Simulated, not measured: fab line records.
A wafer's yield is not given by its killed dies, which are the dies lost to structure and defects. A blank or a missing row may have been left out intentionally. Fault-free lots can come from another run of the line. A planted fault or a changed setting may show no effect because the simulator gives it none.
Comparing a struck lot with a sound one | flow nandHarc | 13 out of 1302 route steps
Sound: wafers L333.2, L333.4, L333.5. Struck: wafers L340.3, L340.4, L340.6. At the end, the cause is stated.
Each step with rows lists, per side, the tool, then ch with its chambers, then its first start. Under that, the readings that differ: sound wafers | struck wafers | difference of the means | sigmas: that difference in standard deviations of wafers without a fault.
alike: same words and numbers on both sides, and readings whose means sit less than 2 such deviations apart. not compared: any withheld reading, any reading some wafer has no value for, any bound like >300 that may hide the same value, and any number with overlapping values for which the record gives no deviation.
Wherever a step has rows on one side only, a row that says differs or no value, or a row with sigmas, the two part there. Numbers that don't overlap but have no deviation are shown without sigmas and don't part them. Lack of a reading on every wafer of one side parts them only where that side has two or more wafers.

NHARC_A_STAIRCASE_ETCH_27: etches the open film in C4F8/O2, target depth 100 nm, time 40.5 s.
  sound on rieDiel-11 ch 0,2,3; struck on rieDiel-05 ch 0,1,2
  alike: oesProductAu, rfVppV
  not compared: rfHoursCounterH
NHARC_A_STAIRCASE_STRIP_175: strips in O2.
  sound on plasmaAsher-02 ch 0,1, day 15 22:19; struck on plasmaAsher-01 ch 0,1, day 18 13:16
  alike: drypumpMotorCurrentA, heaterPowerW
  not compared: rfHoursCounterH
then, 9 steps without rows for these wafers: NHARC_A_STAIRCASE_STRIP_148 (strips in SPM, time 900 s); NHARC_A_STAIRCASE_PRECLEAN_149 (cleans in SC1); NHARC_A_STAIRCASE_SRD_150; NHARC_A_STAIRCASE_DEHYDRATE_176 (time 120 s); NHARC_A_STAIRCASE_HMDS_177 (time 30 s); NHARC_A_STAIRCASE_COAT_178; NHARC_A_STAIRCASE_SOFTBAKE_179 (time 170 s); NHARC_A_STAIRCASE_EBR_180; NHARC_A_STAIRCASE_EXPOSE_181 (exposes mask STAIR 2).
NHARC_A_STAIRCASE_PEB_182: peb time 130 s.
  struck on lithoTrack-07, day 18 14:23; sound on lithoTrack-03 ch 0, day 15 23:37
  no value came back on the struck wafers for chillPlateTempC (C), exhaustPa (Pa), plateTempC (C), resistLineTempC (C); on the sound wafers chillPlateTempC (C) reads 22.85 22.90 22.82
then, 1 step without rows for these wafers: NHARC_A_STAIRCASE_DEVELOP_183 (time 140 s).

== WHERE THEY PART ==
NHARC_A_STAIRCASE_PEB_182 only, going by this record.

WHY: whatever the simulator had introduced
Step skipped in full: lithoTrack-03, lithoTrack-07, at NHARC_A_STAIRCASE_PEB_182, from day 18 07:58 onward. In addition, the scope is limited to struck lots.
